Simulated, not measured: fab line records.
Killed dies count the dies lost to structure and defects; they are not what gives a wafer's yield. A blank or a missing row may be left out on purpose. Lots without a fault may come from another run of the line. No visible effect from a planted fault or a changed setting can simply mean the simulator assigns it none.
fab line records -- flow nand-harc
record: lots: 6, wafers: 18, last-day: 24
route steps=1159 shown A_CHANNEL_FILL_D1@507 A_STAIRCASE@519 END@1159
lots untouched by any fault: they come from a run of this same line in which no faults occurred
start-h: the number of hours between the record's first day and the start of the first shown wafer of the lot -- wait-h: time in hours since the lot's previous step -- " the same as in the row above -- L1.1+2: a single row standing in for several wafers -- - no value present, or no start provided -- * or withheld: withheld -- < > ~ a bound
route shown NAME@n: names a module that has steps shown in the file, with the first one's number in the route -- usual: the fault-free wafers' mean and standard deviation -- same: alike in all rows -- chamber/n: place in a boat -- sites: per-site readings -- _std_site: the values' standard deviation -- _edge_site: mean of outer sites minus mean of inner sites -- radius-mm: for every site, how far away it sits from the centre of the wafer -- mask NAME#n: copy n -- behind: the last tool/chamber to shape the wafer -- hold: cause of the lot's hold/its duration in hours/its outcome -- device: transistor that didn't switch, given as n, p or np -- end of line: the same wafers' tests at the end of the route -- a step without rows: its recipe alone -- killed: at the first sort, the dies lost to defects and structure; wafer yield is something else -- map: a wafer's dies, x killed, . not, _ none there
set.NAME: the setting the step ran with; set.NAME@STEP: the setting that earlier step ran with -- model.NAME: the simulator's own value behind a step, which no gauge read
lots at some steps of the route; a table a step, a row a wafer
services: from which hour (start-h, from the record's first day; less than 0 if before it) a tool's chamber was out of use, for how many hours, and why
== steps ==
step: NHARC_A_CHANNEL_FILL_D1_ALD_25
recipe: target-thk-a: 600, pulse-time-s: 10, ald-cycles: 600, temp-c: 300, material: SiOx
usual: heater-power-w: 469/30, precursor-pulse-height-rel: 1.001/0.018, susceptor-temp-C: 299.99/0.19
lot.wafer,tool,chamber,start-h,wait-h,heater-power-w,precursor-pulse-height-rel,since-wet-clean-h,susceptor-temp-C
L120.2,ald-hk-03,1,230.74,0.1,446,1.014,76,299.73
L120.3,ald-hk-03,3,231.96,1.3,488,0.985,77,300.23
L120.6,ald-hk-03,2,233.78,3.1,485,0.973,-,299.85
L124.1,ald-hk-03,1,258.56,0.7,446,1.010,104,-
L124.3,ald-hk-03,3,259.77,1.9,485,1.002,105,-
L124.5,ald-hk-03,1,260.98,3.1,450,0.994,-,-
L125.2,ald-hk-02,3,259.21,1.3,478,0.983,142,299.77
L125.5,ald-hk-02,1,260.46,2.5,437,1.042,-,300.08
L125.6,ald-hk-02,2,260.46,2.5,474,0.999,-,300.01
L126.3,ald-hk-03,3,276.01,1.3,482,0.978,121,300.07
L126.6,ald-hk-03,1,277.26,2.5,451,0.995,-,299.98
L126.5,ald-hk-03,2,277.26,2.5,483,0.984,-,300.14
L131.3,ald-hk-01,2,296.70,3.6,477,0.977,60,300.27
L131.4,ald-hk-01,3,296.70,3.6,505,1.018,61,300.08
L131.5,ald-hk-01,2,299.16,6.1,484,1.010,-,300.18
L132.2,ald-hk-01,3,304.01,1.3,501,1.008,67,299.97
L132.4,ald-hk-01,0,305.23,2.5,395,1.013,68,300.01
L132.6,ald-hk-01,3,308.91,6.2,510,1.019,-,299.85
step: NHARC_A_CHANNEL_FILL_D1_ETCHBACK_08
recipe: target-depth-a: 2200, time-s: 110, c4f8-flow-sccm: 20, ar-flow-sccm: withheld, rf-w: 600, bias-w: 300, chemistry: C4F8
usual: oes-product-au: 0.96/0.036, rf-vpp-V: 443.7/2.3
lot.wafer,tool,chamber,start-h,wait-h,oes-product-au,rf-hours-counter-h,rf-vpp-V
L120.2,rie-diel-05,1,-,-,1.00,2,444.5
L120.3,rie-diel-05,2,-,-,1.01,2,445.5
L120.6,rie-diel-05,1,-,-,1.00,-,447.5
L124.3,rie-diel-05,2,-,-,0.94,3,446.3
L124.1,rie-diel-05,3,-,-,0.92,2,443.6
L124.5,rie-diel-05,3,-,-,0.92,-,444.5
L125.2,rie-diel-04,1,-,-,0.93,26,445.7
L125.5,rie-diel-04,1,-,-,0.92,-,445.3
L125.6,rie-diel-04,2,-,-,0.91,-,440.2
L126.3,rie-diel-05,0,-,-,1.01,3,442.9
L126.6,rie-diel-05,3,-,-,0.98,-,446.4
L126.5,rie-diel-05,0,-,-,1.01,-,444.2
L131.3,rie-diel-03,2,-,-,0.94,1,438.8
L131.5,rie-diel-03,2,-,-,0.92,-,439.6
L131.4,rie-diel-03,1,-,-,0.92,-,443.8
L132.4,rie-diel-03,0,-,-,0.99,1,443.4
L132.2,rie-diel-03,2,-,-,1.00,2,439.1
L132.6,rie-diel-03,0,-,-,0.98,-,443.6
step: NHARC_A_CHANNEL_FILL_D1_STRIP_29
recipe: time-s: 20, o2-flow-sccm: 500, ar-flow-sccm: 0, bias-w: 0, chemistry: O2
usual: drypump-motor-current-A: 5.6/0.66, oes-product-au: 1.003/0.012, rf-vpp-V: 58.2/0.83, showerhead-plenum-p-Torr: 3.68/0.12, throttle-valve-pct: 17.036/0.0088
lot.wafer,tool,chamber,start-h,wait-h,drypump-motor-current-A,oes-product-au,rf-hours-counter-h,rf-vpp-V,showerhead-plenum-p-Torr,throttle-valve-pct
L120.2,rie-diel-05,2,-,-,6.3,1.024,2,58.6,3.79,17.051
L120.3,rie-diel-05,3,-,-,5.3,0.995,2,58.8,3.77,17.026
L120.6,rie-diel-05,2,-,-,6.3,1.016,-,58.9,3.79,17.030
L124.3,rie-diel-05,0,-,-,6.5,1.016,2,58.4,3.68,17.031
L124.1,rie-diel-05,2,-,-,6.3,1.002,3,58.5,3.79,17.032
L124.5,rie-diel-05,3,-,-,5.3,0.992,-,57.4,3.77,17.029
L125.2,rie-diel-04,2,-,-,5.8,0.990,26,57.3,3.49,17.029
L125.6,rie-diel-04,3,-,-,5.1,0.994,-,58.5,3.37,17.029
L125.5,rie-diel-04,0,-,-,5.9,0.986,-,58.0,3.60,17.045
L126.3,rie-diel-05,2,-,-,6.3,1.022,3,59.2,3.79,17.041
L126.5,rie-diel-05,2,-,-,6.4,1.017,-,59.3,3.79,17.039
L126.6,rie-diel-05,3,-,-,5.2,0.984,-,58.4,3.77,17.052
L131.3,rie-diel-03,2,301.81,0.2,5.1,0.989,1,58.3,3.43,17.046
L131.4,rie-diel-03,2,301.81,0.2,5.1,0.992,-,58.4,3.43,17.031
L131.5,rie-diel-03,3,301.81,0.2,5.2,1.006,-,58.1,3.71,17.017
L132.4,rie-diel-03,3,-,-,5.3,1.006,2,57.0,3.71,17.032
L132.2,rie-diel-03,1,-,-,4.8,0.995,2,58.2,3.65,17.043
L132.6,rie-diel-03,2,-,-,5.1,0.991,-,56.9,3.43,17.049
step: NHARC_A_CHANNEL_FILL_D1_PRECLEAN_30
recipe: time-s: 30, chemistry: dHF
step: NHARC_A_CHANNEL_FILL_D1_SRD_31
step: NHARC_A_CHANNEL_FILL_D1_CVD_09
recipe: target-thk-a: 1500, temp-c: 620, pressure-mtorr: 200, time-s: 3000, material: poly-Si
step: NHARC_A_CHANNEL_FILL_D1_CMP_10
recipe: target-thk-nm: 150
usual: edge-zone-pressure-frac: 1.000/0.0048, motor-current-A: 12.6/1.6, time-to-endpoint-s: 14.2/2.5
lot.wafer,tool,chamber,start-h,wait-h,edge-zone-pressure-frac,motor-current-A,time-to-endpoint-s
L120.3,cmp-04,1,242.21,0.4,0.989,15.1,13.2
L120.2,cmp-04,2,242.21,0.4,0.997,14.1,14.1
L120.6,cmp-04,0,242.21,0.4,1.010,12.4,14.1
L124.1,cmp-04,2,269.33,0.4,0.997,13.9,14.8
L124.3,cmp-04,1,269.33,0.4,0.994,14.7,12.5
L124.5,cmp-04,3,269.33,0.4,1.004,13.3,13.4
L125.2,cmp-01,0,269.38,0.4,1.003,8.9,10.4
L125.6,cmp-01,2,269.38,0.4,0.996,13.2,12.5
L125.5,cmp-01,3,269.38,0.4,1.003,12.4,13.0
L126.3,cmp-04,2,286.11,0.4,0.993,14.1,16.4
L126.6,cmp-04,3,286.11,0.4,0.997,12.7,18.5
L126.5,cmp-04,0,286.11,0.4,0.995,12.7,15.3
L131.4,cmp-01,1,307.56,0.4,0.999,10.9,18.0
L131.3,cmp-01,3,307.56,0.4,1.008,12.3,19.0
L131.5,cmp-01,0,307.56,0.4,1.009,8.9,13.1
L132.2,cmp-02,0,317.84,0.4,1.009,12.9,14.1
L132.4,cmp-02,3,317.84,0.4,1.004,9.8,15.7
L132.6,cmp-02,0,317.84,0.4,0.998,13.7,12.7
step: NHARC_A_CHANNEL_FILL_D1_SRD_12
step: NHARC_A_CHANNEL_FILL_D1_RTA_24
recipe: temp-c: 1000, time-s: 5
usual: lamp-power-pct: 29.8/1.5, wafer_temp_C_max: 1004.3/1.1
lot.wafer,tool,chamber,start-h,wait-h,lamp-power-pct,wafer_temp_C_max
L120.2,rtp-anneal-01,0,242.63,0.1,31.1,1005.1
L120.3,rtp-anneal-01,0,242.63,0.1,31.1,1005.8
L120.6,rtp-anneal-01,0,242.63,0.1,31.1,1005.2
L124.1,rtp-anneal-01,0,269.74,0.0,31.2,1004.1
L124.3,rtp-anneal-01,0,269.74,0.0,31.1,1003.1
L124.5,rtp-anneal-01,0,269.74,0.0,31.1,1005.7
L125.2,rtp-anneal-02,0,269.77,0.1,28.2,1003.3
L125.5,rtp-anneal-02,0,269.77,0.1,28.1,1004.2
L125.6,rtp-anneal-02,0,269.77,0.1,28.1,1004.5
L126.3,rtp-anneal-01,0,286.51,0.1,31.1,1007.0
L126.5,rtp-anneal-01,0,286.51,0.1,31.1,1005.6
L126.6,rtp-anneal-01,0,286.51,0.1,31.1,1004.1
L131.3,rtp-anneal-01,0,308.24,0.3,31.1,1004.8
L131.4,rtp-anneal-01,0,308.24,0.3,31.2,1004.5
L131.5,rtp-anneal-01,0,308.24,0.3,31.1,1005.0
L132.2,rtp-anneal-01,0,318.39,0.2,31.1,1004.1
L132.4,rtp-anneal-01,0,318.39,0.2,31.1,1002.9
L132.6,rtp-anneal-01,0,318.39,0.2,31.1,1004.1
step: NHARC_A_CHANNEL_FILL_D1_INSPECT_13
usual: raw-defect-count: 311/120
lot.wafer,tool,chamber,start-h,wait-h,raw-defect-count
L120.2,defect-inspect-01,-,242.81,0.1,195
L120.3,defect-inspect-01,-,242.81,0.1,115
L120.6,defect-inspect-01,-,242.81,0.1,150
L125.2,defect-inspect-01,-,269.94,0.1,377
L125.5,defect-inspect-01,-,269.94,0.1,190
L125.6,defect-inspect-01,-,269.94,0.1,217
L124.1,defect-inspect-01,-,270.11,0.3,352
L124.3,defect-inspect-01,-,270.11,0.3,363
L124.5,defect-inspect-01,-,270.11,0.3,311
L126.3,defect-inspect-01,-,286.65,0.1,488
L126.5,defect-inspect-01,-,286.65,0.1,402
L126.6,defect-inspect-01,-,286.65,0.1,450
L131.3,defect-inspect-01,-,308.38,0.1,453
L131.4,defect-inspect-01,-,308.38,0.1,365
L131.5,defect-inspect-01,-,308.38,0.1,320
L132.2,defect-inspect-01,-,318.56,0.1,432
L132.4,defect-inspect-01,-,318.56,0.1,239
L132.6,defect-inspect-01,-,318.56,0.1,259
step: NHARC_A_STAIRCASE_DEP_156
recipe: target-thk-a: 500, temp-c: 400, target-thk-nm: 50, flow-sccm: 200, rf-w: 450, material: SiNx
usual: heater-power-w: 701/120, rf-fwd-power-W: 448.1/1.5, susceptor-temp-C: 399.96/0.22
lot.wafer,tool,chamber,start-h,wait-h,heater-power-w,rf-fwd-power-W,since-wet-clean-h,susceptor-temp-C
L120.2,pecvd-02,2,242.87,0.1,517,448.2,77,399.78
L120.3,pecvd-02,0,242.87,0.1,785,448.4,77,399.84
L120.6,pecvd-02,2,242.87,0.1,543,447.5,-,399.84
L125.2,pecvd-02,0,270.01,0.1,808,378.1,104,399.83
L125.6,pecvd-02,1,270.01,0.1,722,448.8,-,400.17
L125.5,pecvd-02,2,270.01,0.1,609,448.2,-,399.99
L124.3,pecvd-01,0,270.18,0.1,687,449.7,20,400.03
L124.1,pecvd-01,1,270.18,0.1,583,445.8,20,399.91
L124.5,pecvd-01,0,270.18,0.1,666,448.8,-,400.24
L126.3,pecvd-02,0,286.78,0.1,794,375.6,121,399.67
L126.5,pecvd-02,2,286.78,0.1,531,448.8,-,399.77
L126.6,pecvd-02,0,286.78,0.1,802,375.6,-,399.79
L131.3,pecvd-01,0,308.48,0.1,720,446.4,58,399.99
L131.5,pecvd-01,0,308.48,0.1,727,449.1,-,399.83
L131.4,pecvd-01,1,308.48,0.1,593,446.7,-,399.60
L132.2,pecvd-04,0,318.96,0.4,593,449.2,111,399.93
L132.4,pecvd-04,2,318.96,0.4,640,446.7,-,399.52
L132.6,pecvd-04,1,318.96,0.4,839,448.0,-,400.05
step: NHARC_A_STAIRCASE_DEHYDRATE_158
recipe: temp-c: 150, time-s: 120
step: NHARC_END_SORT_01
recipe: temp-c: 25
usual: killed-at-array: 26/11, killed-at-other: 0.4/0.78, killed-at-periphery: 3.4/2.4, killed-dies: 29/11, killed-open: 3.1/1.9, killed-short: 1.9/1.4
same: gross-dies: 677
lot.wafer,tool,chamber,start-h,wait-h,killed-at-array,killed-at-other,killed-at-periphery,killed-dies,killed-open,killed-short
L120.2,prober-01,0,521.84,2.8,37,1,2,40,2,1
L120.3,prober-01,0,522.63,3.1,31,0,5,36,11,3
L120.6,prober-01,0,525.01,4.0,24,0,1,25,3,0
L125.2,prober-02,0,537.51,2.8,23,0,3,26,3,1
L125.5,prober-02,0,539.94,3.8,33,0,1,34,4,2
L125.6,prober-02,0,540.76,4.1,18,0,2,20,1,2
L126.3,prober-02,0,554.00,3.1,38,0,3,41,6,2
L126.5,prober-02,0,555.57,3.7,39,0,2,41,4,2
L126.6,prober-02,0,556.36,3.9,41,1,2,44,4,4
L131.3,prober-01,0,561.58,3.0,41,1,2,44,2,1
L131.4,prober-01,0,562.37,3.3,34,3,6,43,4,2
L131.5,prober-01,0,563.16,3.7,31,4,5,40,0,2
L132.2,prober-01,0,576.35,2.8,43,0,2,45,5,0
L132.4,prober-01,0,577.97,3.4,32,1,0,33,2,4
L132.6,prober-01,0,579.59,4.1,20,0,1,21,1,2
killed by level:class
L120.2 A_CHANNEL_HOLE_D1:chamber-film-flake=16 A_SLIT:chamber-film-flake=11 A_STAIRCASE:chamber-film-flake=4 A_BONDPAD:chamber-film-flake=3 P_CONTACT:geometric-particle:open=1 A_WL_FILL:geometric-particle:short=1 A_CONTACT:geometric-particle:open=1 P_GATE:chamber-film-flake=1
L120.3 A_SLIT:chamber-film-flake=10 A_CHANNEL_HOLE_D1:chamber-film-flake=5 A_CONTACT:geometric-particle:open=4 A_CONTACT:chamber-film-flake=3 A_STAIRCASE:chamber-film-flake=3 P_M2:geometric-particle:open=2 A_CHANNEL_HOLE_D1:geometric-particle:open=2 P_CONTACT:geometric-particle:short=1
L120.6 A_CHANNEL_HOLE_D1:chamber-film-flake=11 A_CONTACT:chamber-film-flake=4 A_STAIRCASE:chamber-film-flake=3 A_SLIT:chamber-film-flake=3 P_M2:geometric-particle:open=1 A_SOURCE_PLATE:geometric-particle:open=1 A_CHANNEL_HOLE_D1:geometric-particle:open=1 A_BONDPAD:chamber-film-flake=1
L125.2 A_SLIT:chamber-film-flake=12 A_CHANNEL_HOLE_D1:chamber-film-flake=7 A_STAIRCASE:chamber-film-flake=3 P_STI:geometric-particle:short=1 P_GATE:geometric-particle:open=1 P_CONTACT:geometric-particle:open=1 A_ONON_D1:geometric-particle:open=1
L125.5 A_CHANNEL_HOLE_D1:chamber-film-flake=12 A_SLIT:chamber-film-flake=9 A_WL_FILL:chamber-film-flake=3 A_CONTACT:geometric-particle:open=2 A_WL_FILL:geometric-particle:short=2 A_STAIRCASE:chamber-film-flake=2 A_CHANNEL_FILL_D1:geometric-particle:open=1 A_SGD_CUT:geometric-particle:open=1
L125.6 A_CHANNEL_HOLE_D1:chamber-film-flake=10 A_SLIT:chamber-film-flake=6 P_M2:geometric-particle:short=1 A_CHANNEL_FILL_D1:geometric-particle:short=1 A_CONTACT:geometric-particle:open=1 P_GATE:chamber-film-flake=1
L126.3 A_CHANNEL_HOLE_D1:chamber-film-flake=18 A_SLIT:chamber-film-flake=6 A_STAIRCASE:chamber-film-flake=4 A_CONTACT:geometric-particle:open=2 A_WL_FILL:chamber-film-flake=2 A_CONTACT:chamber-film-flake=2 P_GATE:geometric-particle:short=1 P_M0:geometric-particle:open=1
L126.5 A_CHANNEL_HOLE_D1:chamber-film-flake=19 A_SLIT:chamber-film-flake=12 A_CONTACT:chamber-film-flake=2 P_GATE:geometric-particle:open=1 P_M1:geometric-particle:open=1 A_WL_FILL:geometric-particle:short=1 A_BLC:geometric-particle:open=1 A_M0:geometric-particle:open=1
L126.6 A_CHANNEL_HOLE_D1:chamber-film-flake=18 A_SLIT:chamber-film-flake=8 A_STAIRCASE:chamber-film-flake=4 A_CHANNEL_FILL_D1:geometric-particle:open=2 A_WL_FILL:geometric-particle:short=2 A_CONTACT:chamber-film-flake=2 A_CHANNEL_FILL_D1:geometric-particle:short=1 A_SGD_CUT:geometric-particle:short=1
L131.3 A_CHANNEL_HOLE_D1:chamber-film-flake=25 A_SLIT:chamber-film-flake=7 A_SGD_CUT:chamber-film-flake=4 A_CONTACT:chamber-film-flake=2 P_M0:geometric-particle:open=1 A_SOURCE_PLATE:geometric-particle:short=1 A_WL_FILL:geometric-particle:open=1 P_GATE:chamber-film-flake=1
L131.4 A_SLIT:chamber-film-flake=14 A_CHANNEL_HOLE_D1:chamber-film-flake=10 A_CONTACT:chamber-film-flake=5 HYBRID_BOND:chamber-film-flake=3 P_M0:geometric-particle:short=2 A_CONTACT:geometric-particle:open=2 A_WL_FILL:chamber-film-flake=2 P_M0:geometric-particle:open=1
L131.5 A_CHANNEL_HOLE_D1:chamber-film-flake=13 A_SLIT:chamber-film-flake=7 A_CONTACT:chamber-film-flake=6 P_ZERO_WELL:chamber-film-flake=3 HYBRID_BOND:chamber-film-flake=3 P_GATE:chamber-film-flake=2 A_SGD_CUT:chamber-film-flake=2 A_SGD_CUT:geometric-particle:short=1
L132.2 A_CHANNEL_HOLE_D1:chamber-film-flake=19 A_SLIT:chamber-film-flake=16 A_ONON_D1:geometric-particle:open=1 A_CHANNEL_HOLE_D1:geometric-particle:open=1 A_CHANNEL_FILL_D1:geometric-particle:open=1 A_M0:geometric-particle:open=1 A_M1:geometric-particle:open=1 P_ZERO_WELL:chamber-film-flake=1
L132.4 A_CHANNEL_HOLE_D1:chamber-film-flake=18 A_CHANNEL_FILL_D1:chamber-film-flake=4 A_SLIT:chamber-film-flake=4 A_WL_FILL:geometric-particle:short=2 A_SOURCE_PLATE:geometric-particle:short=1 A_ONON_D1:geometric-particle:short=1 A_WL_FILL:geometric-particle:open=1 A_CONTACT:geometric-particle:open=1
L132.6 A_CHANNEL_HOLE_D1:chamber-film-flake=14 A_SLIT:chamber-film-flake=2 P_M0:geometric-particle:short=1 A_CHANNEL_FILL_D1:geometric-particle:open=1 A_M0:geometric-particle:short=1 A_STAIRCASE:chamber-film-flake=1 A_CONTACT:chamber-film-flake=1
== services ==
tool,chamber,start-h,hours,kind
rie-diel-04,-,212.19,0.4,repair
rie-diel-03,-,215.30,9.0,pm
cmp-04,-,222.23,3.9,repair
pecvd-01,2,226.68,5.0,repair
ald-hk-01,-,228.00,10.0,pm
cmp-02,-,230.86,4.0,pm
cmp-04,-,234.78,1.7,repair
pecvd-01,-,237.35,13.0,pm
rie-diel-03,-,245.91,50.1,repair
rie-diel-04,1,251.13,11.7,repair
cmp-01,-,258.10,5.2,repair
pecvd-02,-,266.83,0.2,repair
rie-diel-04,3,267.47,9.2,repair
rie-diel-04,0,271.12,15.1,repair
cmp-01,-,277.74,4.0,pm
rie-diel-04,-,289.04,9.0,pm
cmp-02,-,289.70,4.6,repair
rie-diel-05,1,293.21,6.2,repair
rie-diel-03,-,296.92,2.4,repair
rtp-anneal-02,-,300.22,12.0,pm
cmp-04,-,301.01,4.0,pm
pecvd-02,-,303.58,1.6,repair
pecvd-01,0,311.79,5.6,repair
cmp-01,-,318.67,5.0,repair
== key ==
first-sign: step: NHARC_A_STAIRCASE_DEP_156, reading: rf-fwd-power-W, direction: down, sigmas: 47, usual: *, struck: *
effect none on later readings
met-at NHARC_A_STAIRCASE_DEP_156
struck-wafers L125.2,L126.3,L126.6
tester-left-out L125,L126
onset-between 242.87 270.01
fault: kind: process-parameter-drift, tool: pecvd-02, chamber: 0, onset-h: 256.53, steps: NHARC_A_STAIRCASE_DEP_156, channel: rf-w, offset: *, shape: step, end-h: 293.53, acts-in: *, stated: *
tester-left-out: of these lots the tester's yield and bins aren't shown, on N5 and GAA mostly nor the transistor test; their killed dies are dies lost to structure and defects alone, not to doping, threshold or leakage, so they don't give the yield
